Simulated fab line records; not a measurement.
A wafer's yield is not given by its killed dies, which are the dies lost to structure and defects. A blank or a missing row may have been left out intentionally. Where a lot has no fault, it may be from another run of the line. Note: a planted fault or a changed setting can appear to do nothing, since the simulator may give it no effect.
Split-lot experiment :: flow n5-finfet :: route with 1938 steps; 7 lots, 21 wafers read

## ON THE SPLIT
At N5_BEOL_M1_TRENCH_ETCH_37 (etches SiOC in C4F6/O2, target depth 55.207 nm, time 29 s), the setting source-w was moved away from the recipe's 355 W on 7 of the 21 wafers read, by -16.7% to -11.5%. This setting was run at the recipe's value on the other wafers.

The reading is taken at the split's own step.

## THE READING
rf-vpp-V, in V, at N5_BEOL_M1_TRENCH_ETCH_37 (etches SiOC in C4F6/O2, target depth 55.207 nm, time 29 s). On this fab line, fault-free wafers typically give 674 V with a standard deviation of 19 V.

wafer: L074.1
tool, chamber at the split: rie-diel-05, 1
source-w as run, W: 355
against the recipe: recipe
rf-vpp-V, V: 649
against lot-mates on the recipe: -

wafer: L074.4
tool, chamber at the split: rie-diel-05, 2
source-w as run, W: 295.6
against the recipe: -16.7%
rf-vpp-V, V: 724
against lot-mates on the recipe: +75

wafer: L074.5
tool, chamber at the split: rie-diel-05, 1
source-w as run, W: 295.6
against the recipe: -16.7%
rf-vpp-V, V: 713
against lot-mates on the recipe: +64

wafer: L075.3
tool, chamber at the split: rie-diel-06, 1
source-w as run, W: 355
against the recipe: recipe
rf-vpp-V, V: 676
against lot-mates on the recipe: -

wafer: L075.4
tool, chamber at the split: rie-diel-06, 2
source-w as run, W: 355
against the recipe: recipe
rf-vpp-V, V: 657
against lot-mates on the recipe: -

wafer: L075.5
tool, chamber at the split: rie-diel-06, 1
source-w as run, W: 295.6
against the recipe: -16.7%
rf-vpp-V, V: 741
against lot-mates on the recipe: +74

wafer: L076.3
tool, chamber at the split: rie-diel-06, 0
source-w as run, W: 300.2
against the recipe: -15.4%
rf-vpp-V, V: 746
against lot-mates on the recipe: +61

wafer: L076.4
tool, chamber at the split: rie-diel-06, 1
source-w as run, W: 300.2
against the recipe: -15.4%
rf-vpp-V, V: 737
against lot-mates on the recipe: +52

wafer: L076.6
tool, chamber at the split: rie-diel-06, 0
source-w as run, W: 355
against the recipe: recipe
rf-vpp-V, V: 685
against lot-mates on the recipe: -

wafer: L078.2
tool, chamber at the split: rie-diel-05, 1
source-w as run, W: 355
against the recipe: recipe
rf-vpp-V, V: 648
against lot-mates on the recipe: -

wafer: L078.5
tool, chamber at the split: rie-diel-05, 1
source-w as run, W: 355
against the recipe: recipe
rf-vpp-V, V: 650
against lot-mates on the recipe: -

wafer: L078.6
tool, chamber at the split: rie-diel-05, 0
source-w as run, W: 314.3
against the recipe: -11.5%
rf-vpp-V, V: 737
against lot-mates on the recipe: +88

wafer: L089.1
tool, chamber at the split: rie-diel-02, 3
source-w as run, W: 355
against the recipe: recipe
rf-vpp-V, V: 717
against lot-mates on the recipe: -

wafer: L089.3
tool, chamber at the split: rie-diel-02, 1
source-w as run, W: 306.1
against the recipe: -13.8%
rf-vpp-V, V: 747
against lot-mates on the recipe: +50

wafer: L089.4
tool, chamber at the split: rie-diel-02, 0
source-w as run, W: 355
against the recipe: recipe
rf-vpp-V, V: 678
against lot-mates on the recipe: -

wafer: L091.2
tool, chamber at the split: rie-diel-05, 2
source-w as run, W: 355
against the recipe: recipe
rf-vpp-V, V: 658
against lot-mates on the recipe: -

wafer: L091.3
tool, chamber at the split: rie-diel-05, 1
source-w as run, W: 355
against the recipe: recipe
rf-vpp-V, V: 649
against lot-mates on the recipe: -

wafer: L091.4
tool, chamber at the split: rie-diel-05, 3
source-w as run, W: 355
against the recipe: recipe
rf-vpp-V, V: 668
against lot-mates on the recipe: -

wafer: L092.1
tool, chamber at the split: rie-diel-02, 2
source-w as run, W: 355
against the recipe: recipe
rf-vpp-V, V: 660
against lot-mates on the recipe: -

wafer: L092.2
tool, chamber at the split: rie-diel-02, 3
source-w as run, W: 355
against the recipe: recipe
rf-vpp-V, V: 717
against lot-mates on the recipe: -

wafer: L092.4
tool, chamber at the split: rie-diel-02, 2
source-w as run, W: 355
against the recipe: recipe
rf-vpp-V, V: 659
against lot-mates on the recipe: -

THE FIT
A straight line over all 21 wafers: rf-vpp-V changes by -4.17 V for each +1% of source-w; r = -0.83; the points scatter about the line by 22 V.
The same after taking each lot's own level away (the mean of its wafers on the recipe; 21 wafers): -4.24 V for each +1%; r = -0.89; scatter 17 V.
Per that fit: largest source-w move, reading shift of 71 V.
Across the lots, their own levels run from 649.0 to 697.5 V, a range of 2.6 times the standard deviation given above.
Consequently the slope shifts little with the lot-to-lot level, the two slopes agreeing.
Check: +70.8 V against its lot-mates is what the line predicts for one of the wafers moved furthest among these (-16.7%) when that wafer is left out of the fit. Against them it came out at +75 V.
Tool readings at the split's step, against how far the setting was moved: rf-vpp-V r = -0.83.

## OTHER SPLITS APPLIED TO THESE WAFERS
Note: prior to the reading, these wafers also went through further splits. Each is held against what the fit with the lots' levels taken away leaves over:
other split on the same wafers: N5_MOL_CONTACT_COAG_EXPOSE_05 dose-mj
wafers away from the commonest value: 5
r with rf-vpp-V (lot level and that fit taken away): -0.35

other split on the same wafers: N5_MOL_CONTACT_COAG_CVD_140 target-thk-a
wafers away from the commonest value: 8
r with rf-vpp-V (lot level and that fit taken away): -0.15

other split on the same wafers: N5_BEOL_M0_SAQP_EXPOSE_37 dose-mj
wafers away from the commonest value: 6
r with rf-vpp-V (lot level and that fit taken away): -0.04

## THE WHOLE CHAIN: every reading that the file lists as answering this split, in the file's order
step: N5_BEOL_M1_TRENCH_ETCH_37
what it does: etches SiOC in C4F6/O2, target depth 55.207 nm, time 29 s
reading: rf-vpp-V
change (the file's fit): -4.44 V for each +1% of the setting
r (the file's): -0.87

step: N5_BEOL_M1_TRENCH_ETCH_37
what it does: etches SiOC in C4F6/O2, target depth 55.207 nm, time 29 s
reading: BEOL_M1.feature-depth-nm (the simulator's own value, which no gauge read)
change (the file's fit): +0.22 nm for each +1% of the setting
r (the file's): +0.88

step: N5_BEOL_M1_TRENCH_ETCH_37
what it does: etches SiOC in C4F6/O2, target depth 55.207 nm, time 29 s
reading: etch.depth-nm (the simulator's own value, which no gauge read)
change (the file's fit): +0.221 nm for each +1% of the setting
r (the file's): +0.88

## FILE'S OWN FIT
rf-vpp-V changes by -4.44 V for each +1% of source-w, r = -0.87.
